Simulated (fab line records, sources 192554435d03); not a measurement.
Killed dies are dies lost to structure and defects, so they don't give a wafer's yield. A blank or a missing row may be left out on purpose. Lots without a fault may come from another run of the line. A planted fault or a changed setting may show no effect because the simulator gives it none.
A struck lot beside a sound one | flow n5_finfet | 36 steps out of a route of 1938
Sound: wafers L893.2, L893.3, L893.4. Struck: wafers L902.2, L902.3. (L902.4 of the same lot was not struck and is left out.) The cause comes at the end.
At each step with rows: each side's tool, then ch and its chambers, then its first start. Under that, the readings that differ: sound wafers | struck wafers | difference of the means | sigmas: that difference in standard deviations of wafers without a fault.
alike: readings whose means differ by less than 2 such deviations, and words and numbers that are the same on both sides. not compared: withheld readings, readings that some wafer has no value for, bounds like >300 that may hide the same value, and numbers for which the record gives no deviation and whose values overlap.
The two part at a step that has a row with sigmas, a row that says differs or no value, or rows on one side only. Numbers that don't overlap but have no deviation are shown without sigmas and don't part them. A reading that every wafer of one side lacks parts them only if that side has two wafers or more.

first, 8 steps without rows for these wafers: N5_BEOL_M0_ECD_118 (material Cu, target thk 300 nm); N5_BEOL_M0_ANNEAL_119 (time 90 s); N5_BEOL_M0_CMP_120 (polishes, stops on SiOC, t overpolish 6.9 s); N5_BEOL_M0_PRE_CLEAN_131 (time 15 s); N5_BEOL_M0_CO_CAP_123 (material Co, precursor CCTBA/H2, target thk 2 nm, time 102.1 s); N5_BEOL_M0_PRE_CLEAN_124 (time 15 s); N5_BEOL_M0_DEP_125 (deposits SiCN from 3MS/NH3, target thk 8 nm, time 14 s); N5_BEOL_M1_ILD_DEP_00 (deposits SiOC from DEMS/O2, target thk 79 nm, time 15.3 s).
N5_BEOL_M1_PECVD_72: deposits SiO2 from TEOS/O2, target thk 16 nm, time 18 s.
  sound on pecvd-02 ch 0,1,2, day 6 10:34; struck on pecvd-02 ch 0,2, day 8 19:41
  reading                                    | sound      | struck    | difference | sigmas
  model.SiO2_of_BEOL_M1_PECVD_72.thk_nm (nm) | 16 16.2 16 | 16.6 16.6 | +0.5       |
  alike: heater_power_w, showerhead_plenum_p_Torr, throttle_valve_pct
  not compared: since_wet_clean_h
then, 25 steps without rows for these wafers: N5_BEOL_M1_HM_DEP_02 (deposits TiN, target thk 20 nm); N5_BEOL_M1_COAT_61 (time 60 s, resist thk 60 nm); N5_BEOL_M1_COAT_62 (time 60 s, resist thk 12 nm); N5_BEOL_M1_COAT_73 (time 60 s, resist thk 5 nm); N5_BEOL_M1_COAT_05 (resist thk 30 nm); N5_BEOL_M1_EBR_07; N5_BEOL_M1_SOFTBAKE_06 (time 60 s); N5_BEOL_M1_EXPOSE_08 (exposes mask M1); N5_BEOL_M1_PEB_09 (peb time 60 s); N5_BEOL_M1_DEVELOP_10 (develop time 30 s); N5_BEOL_M1_DESCUM_16 (chemistry O2, time 7 s); N5_BEOL_M1_ETCH_74 (etches underlayer in N2/H2, target depth 6.5 nm, time 5.2 s); N5_BEOL_M1_ETCH_63 (etches SiARC in CF4, target depth 15.6 nm, time 26 s); N5_BEOL_M1_ETCH_64 (etches SOC in N2/H2, target depth 75 nm, overetch 15 nm, time 112.5 s); N5_BEOL_M1_STRIP_65 (strips in N2/H2); N5_BEOL_M1_STRIP_75 (strips in N2/H2); N5_BEOL_M1_STRIP_66 (strips in CF4); N5_BEOL_M1_HM_OPEN_17 (chemistry Cl2/BCl3, target TiN, target depth 20 nm, overetch 6 nm); N5_BEOL_M1_STRIP_19 (strips in O2); N5_BEOL_M1_COAT_67 (time 60 s, resist thk 60 nm); N5_BEOL_M1_COAT_68 (time 60 s, resist thk 12 nm); N5_BEOL_M1_COAT_76 (time 60 s, resist thk 5 nm); N5_BEOL_M1_COAT_22 (resist thk 30 nm); N5_BEOL_M1_EBR_24; N5_BEOL_M1_SOFTBAKE_23 (time 60 s).
N5_BEOL_M1_HM_STRIP_39: strips TiN in peroxide tin strip, target depth 25 nm, time 158 s.
  sound on wet_bench-01 ch 1,4,7, day 6 16:29; struck on wet_bench-06 ch 1,5, day 8 22:58
  reading                                    | sound      | struck    | difference | sigmas
  model.SiO2_of_BEOL_M1_PECVD_72.thk_nm (nm) | 15.8 16 16 | 16.4 16.4 | +0.5       |
N5_BEOL_M4_RC_MEAS_101:
  sound on prober-01 ch 0, day 8 07:38; struck on prober-02 ch 0, day 10 18:32
  reading       | sound       | struck  | difference | sigmas
  ION_N (uA/um) | 676 651 671 | 692 688 | +24        | +2
  alike: DIBL_N, DIBL_P, IOFF_N, IOFF_P, ION_P, SS_N, SS_P, VT_N, VT_P

WHERE THEY PART
Only at N5_BEOL_M4_RC_MEAS_101, within this record.

WHY: what the simulator had put in
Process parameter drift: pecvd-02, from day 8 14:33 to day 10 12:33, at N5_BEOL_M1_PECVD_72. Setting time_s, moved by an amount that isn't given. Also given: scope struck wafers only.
